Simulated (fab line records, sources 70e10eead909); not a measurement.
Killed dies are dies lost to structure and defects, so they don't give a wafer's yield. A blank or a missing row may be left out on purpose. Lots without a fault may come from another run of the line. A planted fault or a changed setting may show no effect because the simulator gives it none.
Chamber matching | flow nand_harc | NHARC_A_BONDPAD_DEP_00 on pecvd-02: 3 sister chambers
The step deposits SiCN, target thk 250 nm. 14 wafers are shown with their chamber, then 7 later ones without.

WAFERS WITH THEIR CHAMBER
wafer  | chamber | showerhead_vpp_V (V) | heater_power_w (W)
L696.2 | 2       | 1232                 | 578
L696.3 | 0       | 1188                 | 534
L696.4 | 0       | 1217                 | 534
L700.2 | 0       | 1194                 | 441
L700.3 | 1       | 1325                 | 556
L700.4 | 2       | 1194                 | 561
L706.1 | 1       | 1350                 | 557
L706.2 | 2       | 1233                 | 528
L706.3 | 0       | 1214                 | 452
L705.1 | 2       | 1213                 | 511
L705.5 | 1       | 1299                 | 590
L705.6 | 2       | 1235                 | 545
L708.1 | 0       | 1209                 | 468
L708.2 | 2       | 1219                 | 593

SIGNATURES (means of the wafers above)
reading          | chamber 0 | chamber 1 | chamber 2 | scatter within a chamber
showerhead_vpp_V | 1204.40   | 1324.67   | 1221.00   | 17.1
heater_power_w   | 485.80    | 567.67    | 552.67    | 35.2
Rule: a wafer's distance from a chamber is the root of the sum, over the readings, of the square of ((its reading less the chamber's mean) divided by the reading's scatter). The wafer belongs to the nearest chamber; if the next one is less than 2 further off, it can't be placed. The scatter: the root of (the sum of the squares of (reading less its chamber's mean) over the shown wafers, divided by (wafers less chambers)).

WAFERS WITHOUT THEIR CHAMBER
wafer  | showerhead_vpp_V (V) | heater_power_w (W)
L708.6 | 1218                 | 492
L718.1 | 1215                 | 531
L718.2 | 1329                 | 578
L718.3 | 1237                 | 621
L719.2 | 1202                 | 484
L719.3 | 1212                 | 612
L719.6 | 1209                 | 628

WHICH CHAMBER EACH WENT THROUGH
wafer  | from the rows above     | in truth
L708.6 | can't be placed: 0 or 2 | 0
L718.1 | can't be placed: 2 or 0 | 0
L718.2 | 1                       | 1
L718.3 | 2                       | 2
L719.2 | 0                       | 0
L719.3 | can't be placed: 2 or 0 | 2
L719.6 | can't be placed: 2 or 0 | 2
Placed correctly: 3 of 7. Can't be placed from these rows: 4 (the true chamber is among the candidates in 4). Placed wrongly: 0.
